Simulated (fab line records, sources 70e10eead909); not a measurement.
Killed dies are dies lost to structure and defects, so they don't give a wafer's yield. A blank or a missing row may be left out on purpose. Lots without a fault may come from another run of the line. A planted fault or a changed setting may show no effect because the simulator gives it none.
fab line records | flow nand_harc
record lots=12 wafers=36 last_day=34
route steps=1302 shown A_BLC@1133 A_M0@1151 END@1302
lots that met no fault: from a run of the same line without faults
start_h: hours from the record's first day to the start of the lot's first wafer shown | wait_h: hours since the lot's step before | " the same as in the row above | L1.1+2: a row that stands for several wafers | - no value, or no start given | * or withheld: withheld | < > ~ a bound
route shown NAME@n: a module of which the file shows steps, and the number in the route of the first | usual: mean/standard deviation of fault-free wafers | same: alike in all rows | chamber/n: place in a boat | sites: the reading at each site | _std_site: their standard deviation | _edge_site: outer sites' mean less inner sites' | radius_mm: how far each site lies from the wafer's centre | mask NAME#n: copy n | behind: the tool/chamber that last shaped the wafer | hold: why the lot was held/for how many hours/how that ended | device: the transistor (n, p or np) that didn't switch | end of line: the same wafers' tests at the end of the route | a step without rows: its recipe alone | killed: dies lost to structure and defects at the first sort, not the wafer's yield | map: a wafer's dies, x killed, . not, _ none there
set.NAME: the setting as run; set.NAME@STEP: as run at that earlier step | model.NAME: the simulator's own value behind a step, which no gauge read
steps of the route over a sample of lots; a table a step, a row a wafer
services: from which hour (start_h, from the record's first day; less than 0 if before it) a tool's chamber was out of use, for how many hours, and why
## steps
# step NHARC_A_BLC_CMP_25
# recipe t_overpolish_s=30 target_thk_nm=150
# usual motor_current_A=11.9/1.1 overpolish_run_s=29.999/0.0085 retaining_ring_pressure_frac=1.000/0.0051 time_to_endpoint_s=29.3/2.7
# columns lot.wafer tool chamber start_h wait_h motor_current_A overpolish_run_s retaining_ring_pressure_frac time_to_endpoint_s
L142.3 cmp-03 0 525.74 0.4 12.3 29.995 1.004 30.7
L142.2 " 2 " " 13.8 29.991 1.000 29.0
L142.6 " 3 " " 11.1 29.984 1.000 29.3
L141.2 cmp-03 3 528.12 0.5 11.1 29.996 0.998 30.1
L141.5 " 3 " " 11.0 30.005 0.997 29.3
L141.6 " 0 " " 12.7 30.008 0.995 29.7
L144.1 cmp-02 1 554.98 0.5 11.8 29.999 0.998 24.9
L144.4 " 0 " " 14.3 30.003 0.991 24.1
L144.6 " 2 " " 10.3 29.999 1.007 25.7
L149.2 cmp-02 3 596.61 0.5 10.4 29.992 1.005 26.4
L149.4 " 0 " " 13.4 30.002 1.001 27.8
L149.5 " 3 " " 10.6 29.995 0.992 26.5
L147.1 cmp-01 1 602.18 0.4 11.5 29.990 1.006 29.6
L147.3 " 0 " " 13.6 29.995 0.995 28.6
L147.6 " 2 " " 10.5 30.001 1.012 27.8
L148.4 cmp-01 2 608.77 0.2 10.9 30.021 0.998 27.0
L148.2 " 0 " " 13.4 30.014 0.997 26.7
L148.6 " 2 " " 11.2 30.003 1.003 26.5
L155.2 cmp-03 0 667.76 0.4 12.6 29.989 0.994 31.6
L155.1 " 1 " " 10.7 29.984 0.997 32.1
L155.5 " 3 " " 11.5 29.989 1.000 32.4
L153.1 cmp-03 0 670.56 0.4 12.8 29.986 0.998 34.7
L153.3 " 1 " " 10.5 30.006 0.995 33.8
L153.2 " 3 " " 12.0 30.000 1.002 34.7
L154.2 cmp-02 0 679.93 0.4 13.3 30.004 0.999 29.1
L154.3 " 1 " " 12.0 29.998 1.000 28.3
L154.1 " 2 " " 10.5 29.989 0.993 27.1
L156.2 cmp-01 3 686.42 0.5 12.7 30.000 1.003 27.3
L156.6 " 0 " " 13.1 29.996 1.003 27.6
L156.5 " 1 " " 10.9 30.001 1.000 30.3
L163.4 cmp-03 0 746.59 0.3 12.2 30.012 0.995 31.4
L163.3 " 2 " " 13.1 30.000 0.998 29.0
L163.6 " 3 " " 11.7 29.988 0.999 28.6
L162.3 cmp-02 2 781.90 0.3 10.6 30.001 1.005 35.1
L162.2 " 0 " " 13.4 30.009 0.997 38.4
L162.6 " 1 " " 11.3 29.975 0.998 36.8
# step NHARC_A_BLC_INSPECT_28
# usual raw_defect_count=527/130
# columns lot.wafer tool chamber start_h wait_h raw_defect_count
L142.2 defect_inspect-01 - 526.12 0.1 455
L142.3 " - " " 436
L142.6 " - " " 527
L141.2 defect_inspect-01 - 528.53 0.1 631
L141.5 " - " " 464
L141.6 " - " " 630
L144.1 defect_inspect-01 - 555.38 0.1 553
L144.4 " - " " 713
L144.6 " - " " 652
L149.2 defect_inspect-01 - 596.99 0.1 465
L149.4 " - " " 575
L149.5 " - " " 497
L147.1 defect_inspect-01 - 602.59 0.1 619
L147.3 " - " " 543
L147.6 " - " " 446
L148.2 defect_inspect-02 - 609.18 0.1 586
L148.4 " - " " 751
L148.6 " - " " 925
L155.1 defect_inspect-02 - 668.19 0.1 462
L155.2 " - " " 624
L155.5 " - " " 602
L153.1 defect_inspect-01 - 670.96 0.1 499
L153.2 " - " " 338
L153.3 " - " " 481
L154.1 defect_inspect-02 - 680.36 0.1 486
L154.2 " - " " 329
L154.3 " - " " 428
L156.2 defect_inspect-01 - 686.74 0.1 539
L156.5 " - " " 491
L156.6 " - " " 432
L163.3 defect_inspect-02 - 746.97 0.1 402
L163.4 " - " " 548
L163.6 " - " " 408
L162.2 defect_inspect-01 - 782.28 0.1 468
L162.3 " - " " 479
L162.6 " - " " 597
# step NHARC_A_M0_ETCH_34
# recipe target_depth_a=400 overetch_a=120 time_s=43.94 ion_energy_ev=200 n2_flow_sccm=150 h2_flow_sccm=150 ar_flow_sccm=0 rf_w=400 bias_w=150 chemistry=N2/H2
# usual drypump_motor_current_A=5.7/0.49 oes_product_au=0.998/0.0077 rf_vpp_V=429.1/2.6 showerhead_plenum_p_Torr=1.99/0.087 throttle_valve_pct=14.173/0.0092
# columns lot.wafer tool chamber start_h wait_h drypump_motor_current_A oes_product_au rf_hours_counter_h rf_vpp_V showerhead_plenum_p_Torr throttle_valve_pct
L142.3 rie_diel-06 2 527.42 0.1 5.0 1.002 1.2 432.1 2.08 14.176
L142.2 " 3 " " 5.5 0.989 1.1 425.7 1.89 14.191
L142.6 " 3 " " 5.5 1.003 - 426.4 1.89 14.171
L141.2 rie_diel-05 2 529.70 0.1 6.2 0.997 5.4 429.5 1.96 14.169
L141.6 " 1 " " 6.2 1.002 - 427.5 1.93 14.163
L141.5 " 2 " " 6.1 0.999 - 429.7 1.96 14.174
L144.1 rie_diel-06 1 556.44 0.1 6.4 0.991 4.8 428.2 1.92 14.177
L144.4 " 2 " " 5.0 1.004 4.8 433.4 2.08 14.179
L144.6 " 3 " " 5.5 0.990 - 427.4 1.89 14.178
L149.2 rie_diel-05 0 598.03 0.1 5.7 0.999 0.1 432.4 2.16 14.158
L149.4 " 2 " " 6.1 0.986 0.1 428.1 1.96 14.181
L149.5 " 0 " " 5.7 1.007 - 434.1 2.16 14.179
L147.3 rie_diel-06 1 603.76 0.1 6.4 1.000 8.2 427.0 1.92 14.153
L147.1 " 2 " " 5.0 0.995 7.3 431.6 2.08 14.177
L147.6 " 1 " " 6.4 0.993 - 428.1 1.92 14.164
L148.4 rie_diel-05 1 610.36 0.1 6.2 0.993 0.5 427.6 1.92 14.169
L148.2 " 2 " " 6.1 1.005 0.4 428.3 1.96 14.189
L148.6 " 0 " " 5.7 1.007 - 433.1 2.16 14.183
L155.1 rie_diel-05 3 669.24 0.1 5.2 1.001 2.5 430.1 2.02 14.167
L155.2 " 2 " " 6.1 0.996 2.5 429.4 1.96 14.164
L155.5 " 0 " " 5.7 0.993 - 433.9 2.16 14.163
L153.2 rie_diel-05 0 672.16 0.1 5.7 0.996 2.3 431.1 2.16 14.168
L153.3 " 1 " " 6.2 0.994 2.3 428.1 1.92 14.180
L153.1 " 2 " " 6.1 0.989 2.5 428.8 1.96 14.164
L154.1 rie_diel-06 2 681.55 0.1 5.0 1.001 0.2 431.2 2.08 14.169
L154.3 " 3 " " 5.5 0.995 0.0 425.6 1.89 14.172
L154.2 " 0 " " 5.5 0.995 0.2 427.0 1.91 14.159
L156.2 rie_diel-05 0 687.81 0.1 5.7 0.984 2.8 433.7 2.16 14.178
L156.5 " 1 " " 6.2 0.989 - 426.5 1.92 14.154
L156.6 " 2 " " 6.2 0.992 - 427.9 1.96 14.155
L163.4 rie_diel-06 3 748.15 0.1 5.5 0.995 6.9 425.4 1.89 14.163
L163.3 " 0 " " 5.5 1.007 5.8 427.0 1.91 14.173
L163.6 " 3 " " 5.5 0.993 - 426.8 1.89 14.179
L162.3 rie_diel-13 0 783.46 0.1 5.1 0.998 6.1 427.3 1.94 14.177
L162.2 " 2 " " 5.0 0.998 5.6 430.9 2.04 14.191
L162.6 " 3 " " 6.3 0.999 - 426.0 1.90 14.179
# step NHARC_A_M0_ECD_22
# recipe target_thk_a=4000 bath_temp_c=25 material=Cu
# columns lot.wafer tool chamber start_h wait_h
L142.2+3+6 ecd_cu-01 0 528.62 -
L141.2+5+6 ecd_cu-01 0,0,1 530.90 -
L144.1+4+6 ecd_cu-02 1 557.68 -
L149.2+4+5 ecd_cu-01 1,0,0 599.44 -
L147.1+3+6 ecd_cu-02 1,1,0 605.01 -
L148.2+4+6 ecd_cu-01 1 611.54 -
L155.2+1+5 ecd_cu-01 0,1,1 670.43 -
L153.2+1+3 ecd_cu-01 1,0,0 673.35 -
L154.1+2+3 ecd_cu-02 0,1,0 682.76 -
L156.2+5+6 ecd_cu-02 1,0,1 689.03 -
L163.3+4+6 ecd_cu-02 1,0,0 749.44 -
L162.2+3+6 ecd_cu-02 1 784.64 -
# step NHARC_A_M0_CMP_23
# recipe t_overpolish_s=20 target_thk_nm=113.75
# usual motor_current_A=11.8/1 retaining_ring_pressure_frac=1.000/0.0046 time_to_endpoint_s=28.3/2.2
# columns lot.wafer tool chamber start_h wait_h motor_current_A retaining_ring_pressure_frac time_to_endpoint_s
L142.3 cmp-04 0 529.37 - 11.3 1.005 29.7
L142.2 " 2 " " 12.0 0.989 26.8
L142.6 " 3 " " 11.3 1.003 27.3
L141.2 cmp-04 0 531.67 - 11.3 1.010 30.2
L141.6 " 2 " " 12.7 1.001 26.3
L141.5 " 3 " " 11.9 0.998 24.2
L144.4 cmp-02 0 558.36 - 13.6 0.998 29.0
L144.1 " 3 " " 9.7 1.003 25.9
L144.6 " 0 " " 13.2 1.002 25.6
L149.4 cmp-04 0 600.19 - 10.8 1.002 26.2
L149.2 " 1 " " 12.6 1.000 26.9
L149.5 " 0 " " 11.1 0.998 27.3
L147.3 cmp-04 0 605.67 - 10.8 0.996 32.1
L147.1 " 2 " " 11.6 1.000 27.1
L147.6 " 1 " " 12.2 1.003 28.5
L148.2 cmp-02 0 613.77 - 13.7 0.996 28.1
L148.4 " 1 " " 12.3 1.000 27.4
L148.6 " 0 " " 13.9 0.995 26.1
L155.2 cmp-03 1 671.15 - 10.2 1.001 31.5
L155.1 " 0 " " 11.8 0.998 31.3
L155.5 " 2 " " 13.6 1.001 26.2
L153.2 cmp-03 3 674.07 - 11.6 1.000 32.2
L153.3 " 0 " " 12.2 1.001 32.1
L153.1 " 1 " " 10.4 1.000 33.9
L154.3 cmp-03 3 683.49 - 11.7 0.993 26.9
L154.2 " 0 " " 13.3 0.990 27.7
L154.1 " 2 " " 13.8 0.998 35.7
L156.2 cmp-03 3 689.71 - 11.9 0.991 28.6
L156.5 " 3 " " 11.1 0.992 28.3
L156.6 " 0 " " 12.0 1.002 43.0
L163.4 cmp-04 0 750.12 - 10.6 1.001 31.6
L163.3 " 1 " " 12.4 0.995 28.8
L163.6 " 0 " " 10.9 1.001 34.7
L162.3 cmp-02 2 785.36 - 10.6 1.000 29.9
L162.2 " 3 " " 10.5 0.999 26.8
L162.6 " 2 " " 10.7 0.997 28.0
# step NHARC_END_SORT_01
# recipe temp_c=25
# usual defect_limited_yield=90.8/2.2 killed_at_array=58/15 killed_at_other=0.8/1.2 killed_at_periphery=3.5/2.5 killed_dies=62/15 killed_open=3.2/1.7 killed_short=2.4/1.5
# same gross_dies=677
# columns lot.wafer tool chamber start_h wait_h defect_limited_yield[%] killed_at_array killed_at_other killed_at_periphery killed_dies killed_open killed_short
L144.1 prober-02 0 595.15 2.5 87.0 86 1 1 88 2 0
L144.4 prober-02 0 597.56 3.4 88.5 72 2 4 78 0 3
L144.6 prober-02 0 599.16 4.0 87.3 80 2 4 86 3 1
L149.2 prober-01 0 639.76 2.8 88.0 70 0 11 81 7 4
L149.4 prober-01 0 641.37 3.4 91.0 57 0 4 61 3 3
L149.5 prober-01 0 642.18 3.7 92.2 48 0 5 53 5 1
L147.1 prober-02 0 644.12 2.5 89.5 61 2 8 71 8 3
L147.3 prober-02 0 645.73 3.1 89.2 67 1 5 73 4 3
L147.6 prober-02 0 648.15 4.0 91.0 53 1 7 61 2 2
L148.2 prober-02 0 652.74 2.8 89.5 64 4 3 71 3 3
L148.4 prober-02 0 654.33 3.4 86.4 86 4 2 92 4 4
L148.6 prober-02 0 655.91 4.0 87.7 77 2 4 83 3 5
L155.1 prober-01 0 707.98 2.5 91.7 52 1 3 56 8 1
L155.2 prober-01 0 708.78 2.8 90.5 62 0 2 64 4 3
L155.5 prober-01 0 711.15 3.7 90.8 57 2 3 62 7 1
# killed by level:class
L144.1 A_CHANNEL_HOLE_D1:chamber_film_flake=29 A_SLIT:chamber_film_flake=27 A_CHANNEL_HOLE_D2:chamber_film_flake=20 A_CONTACT:chamber_film_flake=3 A_STAIRCASE:chamber_film_flake=2 A_DECK1_JOINT:chamber_film_flake=2 A_CHANNEL_HOLE_D1:geometric_particle:open=1 A_CHANNEL_FILL_D2:geometric_particle:open=1
L144.4 A_SLIT:chamber_film_flake=23 A_CHANNEL_HOLE_D1:chamber_film_flake=22 A_CHANNEL_HOLE_D2:chamber_film_flake=19 A_CONTACT:chamber_film_flake=5 P_CONTACT:chamber_film_flake=2 THIN_TSV:chamber_film_flake=2 P_M0:geometric_particle:short=1 A_DECK1_JOINT:geometric_particle:short=1
L144.6 A_SLIT:chamber_film_flake=25 A_CHANNEL_HOLE_D2:chamber_film_flake=25 A_CHANNEL_HOLE_D1:chamber_film_flake=19 A_CONTACT:chamber_film_flake=3 A_DECK1_JOINT:chamber_film_flake=2 A_STAIRCASE:chamber_film_flake=2 THIN_TSV:chamber_film_flake=2 P_M1:geometric_particle:open=1
L149.2 A_SLIT:chamber_film_flake=26 A_CHANNEL_HOLE_D1:chamber_film_flake=10 A_STAIRCASE:chamber_film_flake=10 A_CHANNEL_HOLE_D2:chamber_film_flake=8 P_M1:chamber_film_flake=6 A_CONTACT:chamber_film_flake=4 P_GATE:chamber_film_flake=3 A_WL_FILL:geometric_particle:short=2
L149.4 A_SLIT:chamber_film_flake=28 A_CHANNEL_HOLE_D2:chamber_film_flake=10 A_CHANNEL_HOLE_D1:chamber_film_flake=4 P_M1:chamber_film_flake=3 A_STAIRCASE:chamber_film_flake=3 A_DECK1_JOINT:chamber_film_flake=2 A_CONTACT:chamber_film_flake=2 A_CHANNEL_FILL_D1:geometric_particle:short=1
L149.5 A_SLIT:chamber_film_flake=23 A_CHANNEL_HOLE_D2:chamber_film_flake=6 A_STAIRCASE:chamber_film_flake=4 A_CHANNEL_HOLE_D1:chamber_film_flake=3 P_ZERO_WELL:chamber_film_flake=2 A_M0:chamber_film_flake=2 P_M1:geometric_particle:open=1 A_CHANNEL_HOLE_D1:geometric_particle:open=1
L147.1 A_CHANNEL_HOLE_D2:chamber_film_flake=26 A_CONTACT:chamber_film_flake=8 A_STAIRCASE:chamber_film_flake=6 A_M1:chamber_film_flake=5 A_CHANNEL_HOLE_D1:chamber_film_flake=4 A_SLIT:chamber_film_flake=3 P_GATE:geometric_particle:open=2 A_CHANNEL_FILL_D1:geometric_particle:open=2
L147.3 A_CHANNEL_HOLE_D2:chamber_film_flake=34 A_STAIRCASE:chamber_film_flake=10 A_CHANNEL_HOLE_D1:chamber_film_flake=6 A_CONTACT:chamber_film_flake=5 P_ZERO_WELL:chamber_film_flake=3 P_CONTACT:geometric_particle:short=1 A_DECK1_JOINT:geometric_particle:open=1 A_DECK1_JOINT:geometric_particle:short=1
L147.6 A_CHANNEL_HOLE_D2:chamber_film_flake=29 A_CHANNEL_HOLE_D1:chamber_film_flake=5 A_SLIT:chamber_film_flake=5 A_STAIRCASE:chamber_film_flake=5 P_ZERO_WELL:chamber_film_flake=3 A_CONTACT:chamber_film_flake=3 P_BONDPAD:chamber_film_flake=2 A_M1:chamber_film_flake=2
L148.2 A_SLIT:chamber_film_flake=24 A_CHANNEL_HOLE_D1:chamber_film_flake=22 A_CONTACT:chamber_film_flake=8 A_CHANNEL_HOLE_D2:chamber_film_flake=3 THIN_TSV:chamber_film_flake=3 P_M0:geometric_particle:open=1 A_ONON_D1:geometric_particle:open=1 A_CHANNEL_HOLE_D2:geometric_particle:short=1
L148.4 A_SLIT:chamber_film_flake=36 A_CHANNEL_HOLE_D1:chamber_film_flake=23 A_CHANNEL_HOLE_D2:chamber_film_flake=11 A_CONTACT:chamber_film_flake=5 THIN_TSV:chamber_film_flake=4 A_STAIRCASE:chamber_film_flake=3 A_WL_FILL:geometric_particle:short=2 P_M0:geometric_particle:open=1
L148.6 A_SLIT:chamber_film_flake=26 A_CHANNEL_HOLE_D1:chamber_film_flake=24 A_CHANNEL_HOLE_D2:chamber_film_flake=8 A_CONTACT:chamber_film_flake=7 A_BONDPAD:chamber_film_flake=4 A_DECK1_JOINT:geometric_particle:short=3 P_BONDPAD:chamber_film_flake=2 THIN_TSV:chamber_film_flake=2
L155.1 A_SLIT:chamber_film_flake=33 A_CONTACT:chamber_film_flake=4 A_SGD_CUT:chamber_film_flake=3 A_CHANNEL_FILL_D1:geometric_particle:open=2 A_DECK1_JOINT:chamber_film_flake=2 A_CHANNEL_FILL_D2:chamber_film_flake=2 A_STAIRCASE:chamber_film_flake=2 P_GATE:geometric_particle:open=1
L155.2 A_SLIT:chamber_film_flake=34 A_CHANNEL_HOLE_D1:chamber_film_flake=8 A_SGD_CUT:chamber_film_flake=5 A_CHANNEL_FILL_D2:chamber_film_flake=3 A_CONTACT:chamber_film_flake=3 A_ONON_D2:geometric_particle:short=2 A_STAIRCASE:chamber_film_flake=2 P_CONTACT:geometric_particle:open=1
L155.5 A_SLIT:chamber_film_flake=33 A_STAIRCASE:chamber_film_flake=4 A_SGD_CUT:chamber_film_flake=4 A_CONTACT:chamber_film_flake=4 A_CHANNEL_HOLE_D1:chamber_film_flake=3 A_CHANNEL_HOLE_D2:geometric_particle:open=2 HYBRID_BOND:latent=2 P_GATE:geometric_particle:open=1
## services
# columns tool chamber start_h hours kind
ecd_cu-01 - 512.25 8.0 pm
cmp-03 - 518.40 1.3 repair
rie_diel-05 2 537.24 7.2 repair
cmp-02 - 539.89 4.0 pm
cmp-03 - 554.84 4.0 pm
rie_diel-05 - 583.60 9.0 pm
cmp-02 - 590.67 0.6 repair
ecd_cu-02 - 596.00 8.0 pm
cmp-03 - 596.86 0.6 repair
cmp-03 - 601.56 4.1 repair
cmp-03 - 610.23 36.3 repair
cmp-02 - 611.71 1.9 repair
cmp-02 - 620.16 0.8 repair
ecd_cu-01 - 620.96 1.1 repair
cmp-02 - 621.33 1.4 repair
ecd_cu-01 - 631.71 1.0 repair
ecd_cu-02 - 632.34 5.1 repair
cmp-02 - 638.03 4.0 pm
cmp-03 - 652.84 4.0 pm
cmp-02 - 708.28 2.6 repair
cmp-02 - 736.03 4.0 pm
cmp-02 - 740.60 1.0 repair
cmp-03 - 750.84 4.0 pm
cmp-02 - 781.20 0.5 repair
## key
first_sign step=NHARC_A_M0_CMP_23 reading=time_to_endpoint_s direction=up sigmas=5 usual=* struck=*
effect none on later readings
met_at NHARC_A_M0_ECD_22
struck_lots L154,L156
struck_wafers L154.1,L156.6
not_acting_at NHARC_A_BLC_CMP_25,NHARC_A_BLC_INSPECT_28,NHARC_A_M0_ETCH_34
onset_between 605.01 682.76
fault kind=process_parameter_drift tool=ecd_cu-02 chamber=- onset_h=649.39 steps=NHARC_A_M0_ECD_22 channel=target_thk_a offset=* shape=step end_h=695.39 scope=struck_wafers_only acts_in=* stated=*
